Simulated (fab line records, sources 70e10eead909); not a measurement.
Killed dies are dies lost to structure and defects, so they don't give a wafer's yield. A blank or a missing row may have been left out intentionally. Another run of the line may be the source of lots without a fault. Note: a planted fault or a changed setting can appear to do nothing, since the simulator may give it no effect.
Matching of chambers || flow nand_harc || NHARC_P_GATE_DESCUM_48 on rie_diel-12 has 4 sister chambers
The step chemistry O2, time 3 s. 8 wafers are shown with their chamber, then 8 later ones without.

## EACH WAFER AND ITS CHAMBER
{"wafer": "L081.2", "chamber": 1, "drypump_motor_current_A (A)": 5.6, "rf_vpp_V (V)": 58.0}
{"wafer": "L082.6", "chamber": 0, "drypump_motor_current_A (A)": 5.3, "rf_vpp_V (V)": 58.8}
{"wafer": "L085.5", "chamber": 2, "drypump_motor_current_A (A)": 5.6, "rf_vpp_V (V)": 58.6}
{"wafer": "L085.6", "chamber": 3, "drypump_motor_current_A (A)": 5.2, "rf_vpp_V (V)": 56.0}
{"wafer": "L086.2", "chamber": 2, "drypump_motor_current_A (A)": 5.5, "rf_vpp_V (V)": 56.3}
{"wafer": "L086.5", "chamber": 0, "drypump_motor_current_A (A)": 5.3, "rf_vpp_V (V)": 59.7}
{"wafer": "L086.6", "chamber": 1, "drypump_motor_current_A (A)": 5.7, "rf_vpp_V (V)": 58.6}
{"wafer": "L088.2", "chamber": 3, "drypump_motor_current_A (A)": 5.2, "rf_vpp_V (V)": 56.4}

## WAFERS MISSING THEIR CHAMBER
{"wafer": "L088.5", "drypump_motor_current_A (A)": 5.2, "rf_vpp_V (V)": 56.1}
{"wafer": "L088.6", "drypump_motor_current_A (A)": 5.6, "rf_vpp_V (V)": 57.4}
{"wafer": "L093.4", "drypump_motor_current_A (A)": 5.7, "rf_vpp_V (V)": 58.4}
{"wafer": "L093.5", "drypump_motor_current_A (A)": 5.6, "rf_vpp_V (V)": 58.9}
{"wafer": "L093.6", "drypump_motor_current_A (A)": 5.6, "rf_vpp_V (V)": 57.0}
{"wafer": "L095.1", "drypump_motor_current_A (A)": 5.6, "rf_vpp_V (V)": 57.6}
{"wafer": "L095.3", "drypump_motor_current_A (A)": 5.3, "rf_vpp_V (V)": 58.1}
{"wafer": "L095.4", "drypump_motor_current_A (A)": 5.6, "rf_vpp_V (V)": 57.7}

## CHAMBER TAKEN BY EACH
{"wafer": "L088.5", "from the rows above": 3, "in truth": 3}
{"wafer": "L088.6", "from the rows above": "can't be placed: 2 or 1", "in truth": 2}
{"wafer": "L093.4", "from the rows above": 1, "in truth": 1}
{"wafer": "L093.5", "from the rows above": "can't be placed: 1 or 2", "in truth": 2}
{"wafer": "L093.6", "from the rows above": "can't be placed: 2 or 1", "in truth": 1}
{"wafer": "L095.1", "from the rows above": "can't be placed: 2 or 1", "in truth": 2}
{"wafer": "L095.3", "from the rows above": "can't be placed: 0 or 3", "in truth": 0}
{"wafer": "L095.4", "from the rows above": "can't be placed: 2 or 1", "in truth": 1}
Correct placement for 2 of the 8. From these rows, 6 cannot be placed; in 6 the true chamber is one of the candidates. Wrongly placed: 0.
How it was worked out, from the rows above alone: a wafer's distance from a chamber is the root of the sum, over the readings, of the square of ((its reading less the chamber's mean) divided by the reading's scatter). The wafer belongs to the nearest chamber; if the next one is less than 2 further off, it can't be placed. Each chamber's mean is taken over the wafers shown for it. The scatter is the square root of a quotient: the sum, over the shown wafers, of each reading's squared deviation from its chamber's mean, divided by wafers minus chambers.
